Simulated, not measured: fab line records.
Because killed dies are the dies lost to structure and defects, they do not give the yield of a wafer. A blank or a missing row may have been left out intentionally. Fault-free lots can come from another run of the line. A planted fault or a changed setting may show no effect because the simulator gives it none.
fab line records    flow nandHarc
[record] lots = 5  wafers = 15  lastDay = 23
route steps=1159 shown P_GATE@170 END@1159
lots that met no fault: taken from a fault-free run of the same line
startH: the number of hours between the record's first day and the start of the first shown wafer of the lot    waitH: hours elapsed since this lot's preceding step    " unchanged from the row above    L1.1+2: a row that stands for several wafers    - no value, or no start given    * or withheld: withheld    < > ~ a bound
route shown NAME@n: a module of which the file shows steps, and the number in the route of the first    usual: mean/standard deviation taken from wafers without a fault    same: alike in all rows    chamber/n: place in a boat    sites: each site's reading    _std_site: standard deviation of those values    _edge_site: the outer-site mean with the inner-site mean subtracted    radiusMm: for every site, how far away it sits from the centre of the wafer    mask NAME#n: copy n    behind: tool/chamber where the wafer was last shaped    hold: cause of the lot's hold/its duration in hours/its outcome    device: transistor that didn't switch, given as n, p or np    end of line: the route-end tests of the same wafers    for a step that has no rows: nothing shown but its recipe    killed: count of dies lost to structure and defects at first sort (not the wafer's yield)    map: the dies of a wafer, with x for killed, . for not killed, _ for no die there
set.NAME: setting as actually run; set.NAME@STEP: the setting as run at that earlier step    model.NAME: the simulator's own value behind a step, which no gauge read
lots at selected steps of the route; one table per step, one row per wafer
services: from which hour (startH, from the record's first day; less than 0 if before it) a tool's chamber was out of use, for how many hours, and why
[[steps]]
[step NHARC_P_GATE_CD_MEAS_46]
[recipe] targetCdNm = 720  landingEnergyEv = 500
[usual] cdNm = 719.5/1.9
lot.wafer  tool      chamber  startH  waitH  cdNm
L632.3     cdSem-02  0        99.96   -      717.7
L632.4     "         0        "       "      720.7
L632.6     "         0        "       "      716.0
L635.1     cdSem-01  0        115.86  -      719.4
L635.2     "         0        "       "      721.3
L635.5     "         0        "       "      718.7
L642.3     cdSem-02  0        153.69  -      718.1
L642.4     "         0        "       "      719.9
L642.5     "         0        "       "      716.9
L648.2     cdSem-01  0        194.51  -      720.7
L648.4     "         0        "       "      722.3
L648.5     "         0        "       "      722.2
L651.3     cdSem-02  0        209.93  -      721.5
L651.4     "         0        "       "      721.8
L651.5     "         0        "       "      724.7
[step NHARC_P_GATE_HARDBAKE_47]
[recipe] tempC = 125  timeS = 80
[step NHARC_P_GATE_DESCUM_48]
[recipe] timeS = 3  o2FlowSccm = 200  arFlowSccm = 0  biasPowerW = 0  chemistry = O2
[usual] drypumpMotorCurrentA = 5.9/0.39  oesProductAu = 0.995/0.013  rfVppV = 57.7/0.91  showerheadPlenumPTorr = 1.91/0.11  throttleValvePct = 11.312/0.0089
[same] timeS = 3
lot.wafer  tool        chamber  startH  waitH  drypumpMotorCurrentA  oesProductAu  rfHoursCounterH  rfVppV  showerheadPlenumPTorr  throttleValvePct
L632.4     rieDiel-11  1        100.14  -      5.7                   1.007         19               58.3    2.07                   11.304
L632.3     "           3        "       "      6.6                   0.979         25               56.6    1.82                   11.323
L632.6     "           1        "       "      5.7                   1.003         -                58.8    2.07                   11.310
L635.1     rieDiel-03  2        116.03  -      5.6                   0.964         11               57.6    2.03                   11.318
L635.2     "           1        "       "      6.0                   0.991         14               56.4    1.80                   11.330
L635.5     "           3        "       "      6.7                   0.968         -                56.1    1.87                   11.308
L642.4     rieDiel-12  1        153.85  -      5.9                   1.026         46               58.0    1.78                   11.307
L642.3     "           3        "       "      5.5                   0.989         45               57.2    1.99                   11.317
L642.5     "           2        "       "      5.3                   0.998         -                56.4    1.83                   11.325
L648.2     rieDiel-12  3        194.67  -      5.5                   0.975         62               57.7    1.99                   11.316
L648.4     "           1        "       "      5.9                   0.995         62               58.6    1.77                   11.308
L648.5     "           3        "       "      5.6                   0.977         -                59.0    1.99                   11.310
L651.4     rieDiel-03  3        210.10  -      6.7                   0.978         33               55.8    1.86                   11.301
L651.3     "           1        "       "      6.0                   0.993         32               57.5    1.80                   11.320
L651.5     "           3        "       "      6.7                   0.983         -                56.9    1.86                   11.306
[step NHARC_P_GATE_IMPLANT_49]
[recipe] energyKev = 30  doseCm2 = 3e+15  tiltDeg = 7
[step NHARC_P_GATE_STRIP_111]
[recipe] powerW = 1500  tempC = 110  timeS = 250  chemistry = N2/H2
[usual] drypumpMotorCurrentA = 6.2/0.33  heaterPowerW = 85/10
[same] timeS = 250
lot.wafer  tool            chamber  startH  waitH  drypumpMotorCurrentA  heaterPowerW  rfHoursCounterH
L632.4     plasmaAsher-02  1        100.63  0.2    6.1                   82            -
L632.3     "               0        "       "      5.7                   72            -
L632.6     "               0        "       "      5.7                   72            -
L635.1     plasmaAsher-01  0        116.46  0.3    6.5                   100           2
L635.2     "               1        "       "      6.5                   86            2
L635.5     "               1        "       "      6.5                   86            -
L642.4     plasmaAsher-02  0        154.31  0.2    5.7                   71            -
L642.3     "               1        "       "      6.1                   83            -
L642.5     "               1        "       "      6.1                   78            -
L648.2     plasmaAsher-02  1        195.16  0.3    6.1                   78            0
L648.4     "               0        "       "      5.7                   75            -
L648.5     "               0        "       "      5.7                   76            -
L651.4     plasmaAsher-01  0        210.56  0.2    6.4                   102           -
L651.3     "               1        "       "      6.5                   87            -
L651.5     "               1        "       "      6.5                   88            -
[step NHARC_P_GATE_STRIP_75]
[recipe] powerW = 1500  tempC = 250  chemistry = O2
[usual] drypumpMotorCurrentA = 6.2/0.33  heaterPowerW = 317/39
lot.wafer  tool            chamber  startH  waitH  drypumpMotorCurrentA  heaterPowerW  rfHoursCounterH
L632.4     plasmaAsher-02  1        100.85  0.2    6.1                   304           -
L632.3     "               0        "       "      5.7                   273           -
L632.6     "               0        "       "      5.7                   275           -
L635.1     plasmaAsher-01  0        116.76  0.2    6.5                   383           3
L635.2     "               1        "       "      6.5                   329           3
L635.5     "               1        "       "      6.5                   333           -
L642.4     plasmaAsher-02  0        154.54  0.2    5.7                   273           -
L642.3     "               1        "       "      6.1                   316           -
L642.5     "               1        "       "      6.1                   319           -
L648.2     plasmaAsher-02  1        195.46  0.3    6.0                   281           0
L648.4     "               0        "       "      5.7                   275           -
L648.5     "               0        "       "      5.7                   271           -
L651.4     plasmaAsher-01  0        210.78  0.2    6.5                   380           -
L651.3     "               1        "       "      6.5                   336           -
L651.5     "               1        "       "      6.5                   331           -
[step NHARC_P_GATE_STRIP_50]
[recipe] timeS = 900  tempC = 130  chemistry = SPM
[step NHARC_P_GATE_DEHYDRATE_51]
[recipe] tempC = 150  timeS = 120
[step NHARC_P_GATE_HMDS_52]
[recipe] timeS = 30
[step NHARC_P_GATE_COAT_53]
[recipe] spinRpm = 3000
[step NHARC_P_GATE_SOFTBAKE_54]
[recipe] tempC = 122  timeS = 95
[step NHARC_P_GATE_EBR_55]
[step NHARC_P_GATE_EXPOSE_56]
[recipe] na = 0.6  targetCdNm = 720  doseMj = 14.81  maskId = P_PSD
[usual] focusOffsetNm = 0.0/0.48
lot.wafer  tool           chamber  startH  waitH  mask     focusOffsetNm
L632.3     krfScanner-03  0        101.61  -      P_PSD#0  -0.1
L632.4     "              0        "       "      P_PSD#0  0.0
L632.6     "              0        "       "      P_PSD#0  -0.2
L635.1     krfScanner-02  0        117.54  -      P_PSD#0  -0.2
L635.2     "              0        "       "      P_PSD#0  -0.3
L635.5     "              0        "       "      P_PSD#0  -0.4
L642.3     krfScanner-04  0        155.35  -      P_PSD#0  -0.3
L642.4     "              0        "       "      P_PSD#0  -0.8
L642.5     "              0        "       "      P_PSD#0  -1.2
L648.2     krfScanner-04  0        196.24  -      P_NSD#0  -0.4
L648.4     "              0        "       "      P_NSD#0  -0.2
L648.5     "              0        "       "      P_NSD#0  -0.7
L651.3     krfScanner-04  0        211.58  -      P_PSD#0  0.2
L651.4     "              0        "       "      P_PSD#0  0.3
L651.5     "              0        "       "      P_PSD#0  0.6
[step NHARC_P_GATE_PEB_57]
[recipe] pebTempC = 118  pebTimeS = 85
[step NHARC_P_GATE_DEVELOP_58]
[recipe] timeS = 70
[step NHARC_P_GATE_CD_MEAS_59]
[recipe] targetCdNm = 720  landingEnergyEv = 500
[usual] cdNm = 719.2/2.7
lot.wafer  tool      chamber  startH  waitH  cdNm
L632.3     cdSem-01  0        101.76  -      720.4
L632.4     "         0        "       "      720.0
L632.6     "         0        "       "      722.0
L635.1     cdSem-02  0        117.71  -      718.0
L635.2     "         0        "       "      717.7
L635.5     "         0        "       "      717.3
L642.3     cdSem-02  0        155.50  -      718.0
L642.4     "         0        "       "      720.7
L642.5     "         0        "       "      718.6
L648.2     cdSem-02  0        196.39  -      -
L648.4     "         0        "       "      -
L648.5     "         0        "       "      -
L651.3     cdSem-02  0        211.74  -      718.9
L651.4     "         0        "       "      719.7
L651.5     "         0        "       "      717.3
[step NHARC_P_GATE_HARDBAKE_60]
[recipe] tempC = 125  timeS = 80
[step NHARC_END_SORT_01]
[recipe] tempC = 25
[usual] killedAtArray = 25/10  killedAtOther = 0.6/0.91  killedAtPeriphery = 3.6/2.9  killedDies = 29/10  killedOpen = 3.3/2  killedShort = 1.9/1.5
[same] grossDies = 677
lot.wafer  tool       chamber  startH  waitH  killedAtArray  killedAtOther  killedAtPeriphery  killedDies  killedOpen  killedShort
L648.2     prober-01  0        533.15  2.8    21             0              656                677         3           1
L648.4     prober-01  0        534.75  3.4    15             0              662                677         3           2
L648.5     prober-01  0        535.54  3.7    12             1              664                677         4           2
// killed by level:class
L648.2 P_GATE:areaExpose=638 P_ZERO_WELL:chamberFilmFlake=14 A_CHANNEL_HOLE_D1:chamberFilmFlake=5 A_STAIRCASE:chamberFilmFlake=5 A_CONTACT:chamberFilmFlake=5 P_M2:chamberFilmFlake=3 A_ZERO_WELL:chamberFilmFlake=2 P_CONTACT:geometricParticle:open=1
L648.4 P_GATE:areaExpose=652 P_ZERO_WELL:chamberFilmFlake=7 A_CHANNEL_HOLE_D1:chamberFilmFlake=6 P_GATE:chamberFilmFlake=3 A_CONTACT:geometricParticle:open=2 A_STAIRCASE:chamberFilmFlake=2 A_CONTACT:chamberFilmFlake=2 A_WL_FILL:geometricParticle:short=1
L648.5 P_GATE:areaExpose=657 P_ZERO_WELL:chamberFilmFlake=6 A_CONTACT:chamberFilmFlake=4 A_CHANNEL_HOLE_D1:chamberFilmFlake=2 A_ONON_D1:geometricParticle:open=1 A_CHANNEL_FILL_D1:geometricParticle:open=1 A_WL_FILL:geometricParticle:short=1 A_WL_FILL:geometricParticle:open=1
// map L648.2 (x killed, . not)
____________x____________
_________xxxxxxx_________
_______xxxxxxxxxxx_______
______xxxxxxxxxxxxx______
_____xxxxxxxxxxxxxxx_____
____xxxxxxxxxxxxxxxxx____
____xxxxxxxxxxxxxxxxx____
___xxxxxxxxxxxxxxxxxxx___
___xxxxxxxxxxxxxxxxxxx___
__xxxxxxxxxxxxxxxxxxxxx__
__xxxxxxxxxxxxxxxxxxxxx__
_xxxxxxxxxxxxxxxxxxxxxxx_
_xxxxxxxxxxxxxxxxxxxxxxx_
_xxxxxxxxxxxxxxxxxxxxxxx_
_xxxxxxxxxxxxxxxxxxxxxxx_
_xxxxxxxxxxxxxxxxxxxxxxx_
xxxxxxxxxxxxxxxxxxxxxxxxx
xxxxxxxxxxxxxxxxxxxxxxxxx
xxxxxxxxxxxxxxxxxxxxxxxxx
xxxxxxxxxxxxxxxxxxxxxxxxx
xxxxxxxxxxxxxxxxxxxxxxxxx
_xxxxxxxxxxxxxxxxxxxxxxx_
_xxxxxxxxxxxxxxxxxxxxxxx_
_xxxxxxxxxxxxxxxxxxxxxxx_
_xxxxxxxxxxxxxxxxxxxxxxx_
_xxxxxxxxxxxxxxxxxxxxxxx_
__xxxxxxxxxxxxxxxxxxxxx__
__xxxxxxxxxxxxxxxxxxxxx__
___xxxxxxxxxxxxxxxxxxx___
___xxxxxxxxxxxxxxxxxxx___
____xxxxxxxxxxxxxxxxx____
____xxxxxxxxxxxxxxxxx____
_____xxxxxxxxxxxxxxx_____
______xxxxxxxxxxxxx______
_______xxxxxxxxxxx_______
_________xxxxxxx_________
____________x____________
// map L642.3 (x killed, . not)
____________.____________
_________......._________
_______..........._______
______.............______
_____..............._____
____.................____
____.................____
___........x.....x....___
___.......x...........___
__.....................__
__........x............__
_........x.............._
_......................._
_x......................_
_x...x.................._
_.x....................._
.xx......................
xx.......................
xx.......................
.xxx.....................
........................x
_x......................_
_......................._
_.....x................._
_......................x_
_......................._
__.....................__
__.....................__
___.x.x.............x.___
___...................___
____................x____
____.................____
_____..............._____
______.............______
_______..........._______
_________......._________
____________.____________
[[services]]
tool            chamber  startH  hours  kind
rieDiel-12      0        83.46   -      clean
rieDiel-12      1        83.46   -      clean
rieDiel-12      2        83.46   -      clean
krfScanner-04   -        89.32   19.1   repair
krfScanner-02   -        98.81   0.7    repair
plasmaAsher-01  -        99.00   9.0    pm
plasmaAsher-01  0        99.00   9.0    ventCycle
plasmaAsher-01  1        99.00   9.0    ventCycle
rieDiel-11      1        104.11  4.5    repair
plasmaAsher-01  0        108.00  -      clean
plasmaAsher-01  1        108.00  -      clean
plasmaAsher-01  -        123.99  6.7    repair
krfScanner-04   -        126.00  4.0    pm
rieDiel-03      3        148.73  7.9    repair
rieDiel-11      -        155.07  0.5    repair
krfScanner-03   -        168.00  4.0    pm
krfScanner-03   -        176.91  0.6    repair
plasmaAsher-02  -        183.02  9.0    pm
plasmaAsher-02  0        183.02  11.9   ventCycle
plasmaAsher-02  1        183.02  11.9   ventCycle
plasmaAsher-01  -        187.74  3.9    repair
rieDiel-11      -        189.52  9.0    pm
rieDiel-12      -        202.53  9.0    pm
krfScanner-04   -        204.44  0.3    repair
[[key]]
[firstSign] step = NHARC_P_GATE_EXPOSE_56  reading = mask  direction = changed
[effect] step = NHARC_P_GATE_CD_MEAS_59  reading = cdNm  direction = missing
[effect] step = NHARC_END_SORT_01  reading = killedAtPeriphery  direction = up  sigmas = 99+  usual = 3.6  struck = 660.7
[moreKillsBornAt] NHARC_P_GATE_EXPOSE_56@krfScanner-04 = 1947
metAt NHARC_P_GATE_EXPOSE_56
struckWafers L648.2,L648.4,L648.5
laterRowsLeftOut L648.2,L648.4,L648.5
testerLeftOut L648
onsetBetween 155.35 196.24
[fault] kind = wrongMask  tool = any  chamber = -  onsetH = 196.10  steps = NHARC_P_GATE_EXPOSE_56  auxCopy = P_NSD#0  scope = struckLotsOnly
// testerLeftOut: of these lots the tester's yield and bins aren't shown, on N5 and GAA mostly nor the transistor test; their killed dies are dies lost to structure and defects alone, not to doping, threshold or leakage, so they don't give the yield
// laterRowsLeftOut: the simulator's readings of these wafers behind a module that went badly wrong aren't trusted and aren't shown, but for the sort
